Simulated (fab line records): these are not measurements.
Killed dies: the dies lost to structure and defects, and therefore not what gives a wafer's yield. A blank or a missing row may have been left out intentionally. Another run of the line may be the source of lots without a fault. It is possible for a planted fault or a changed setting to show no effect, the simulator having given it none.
Matching of chambers | flow n5_finfet | rie_diel-03 running N5_BEOL_M13_ETCH_59: 4 sister chambers
The step etches BARC in N2/H2, target depth 89 nm, overetch 26.7 nm, time 67.9 s. 18 wafers are shown with their chamber, then 9 later ones without.

== WAFERS, EACH WITH ITS CHAMBER ==
wafer  | chamber | showerhead_plenum_p_Torr (Torr) | throttle_valve_pct (%) | oes_product_au (a.u.)
L550.2 | 3       | 2.66                            | 17.91                  | 0.68
L550.4 | 1       | 2.45                            | 17.46                  | 0.71
L550.6 | 1       | 2.45                            | 17.46                  | 0.72
L554.1 | 3       | 2.66                            | 17.92                  | 0.68
L554.2 | 1       | 2.45                            | 17.47                  | 0.70
L554.6 | 0       | 2.53                            | 17.80                  | 0.63
L552.1 | 2       | 2.42                            | 17.60                  | 0.62
L552.3 | 3       | 2.66                            | 17.94                  | 0.68
L552.5 | 3       | 2.66                            | 17.94                  | 0.68
L563.1 | 2       | 2.41                            | 17.62                  | 0.60
L563.2 | 3       | 2.65                            | 17.95                  | 0.66
L563.5 | 1       | 2.44                            | 17.51                  | 0.68
L564.1 | 0       | 2.52                            | 17.81                  | 0.61
L564.3 | 2       | 2.41                            | 17.63                  | 0.60
L564.4 | 1       | 2.44                            | 17.51                  | 0.70
L567.2 | 0       | 2.52                            | 17.83                  | 0.62
L567.5 | 3       | 2.65                            | 17.98                  | 0.66
L567.6 | 0       | 2.52                            | 17.83                  | 0.61

SIGNATURES (means of the wafers above)
reading                  | chamber 0 | chamber 1 | chamber 2 | chamber 3 | scatter within a chamber
showerhead_plenum_p_Torr | 2.5225    | 2.4460    | 2.4133    | 2.6567    | 0.00531
throttle_valve_pct       | 17.8175   | 17.4820   | 17.6167   | 17.9400   | 0.0221
oes_product_au           | 0.6175    | 0.7020    | 0.6067    | 0.6733    | 0.0118
Rule: a wafer lies at a distance from a chamber equal to the root of the sum of squares, over the readings, of (its reading less the chamber's mean, divided by the reading's scatter). If the next closest chamber is less than 2 further off than the closest, the wafer can't be placed; otherwise it belongs to the closest. The scatter: the root of (the sum of the squares of (reading less its chamber's mean) over the shown wafers, divided by (wafers less chambers)).

== WAFERS WHOSE CHAMBER IS MISSING ==
wafer  | showerhead_plenum_p_Torr (Torr) | throttle_valve_pct (%) | oes_product_au (a.u.)
L570.2 | 2.44                            | 17.50                  | 0.68
L570.3 | 2.65                            | 17.99                  | 0.65
L570.5 | 2.65                            | 17.98                  | 0.65
L571.1 | 2.64                            | 18.00                  | 0.66
L571.3 | 2.51                            | 17.83                  | 0.60
L571.5 | 2.41                            | 17.66                  | 0.61
L572.1 | 2.40                            | 17.69                  | 0.59
L572.2 | 2.43                            | 17.54                  | 0.67
L572.3 | 2.51                            | 17.87                  | 0.59

== WHICH CHAMBER EACH WENT THROUGH ==
wafer  | from the rows above | in truth
L570.2 | 1                   | 1
L570.3 | 3                   | 3
L570.5 | 3                   | 3
L571.1 | 3                   | 3
L571.3 | 0                   | 0
L571.5 | 2                   | 2
L572.1 | 2                   | 2
L572.2 | 1                   | 1
L572.3 | 0                   | 0
Correctly placed: 9 of 9. Can't be placed from these rows: 0. Wrongly placed: 0.
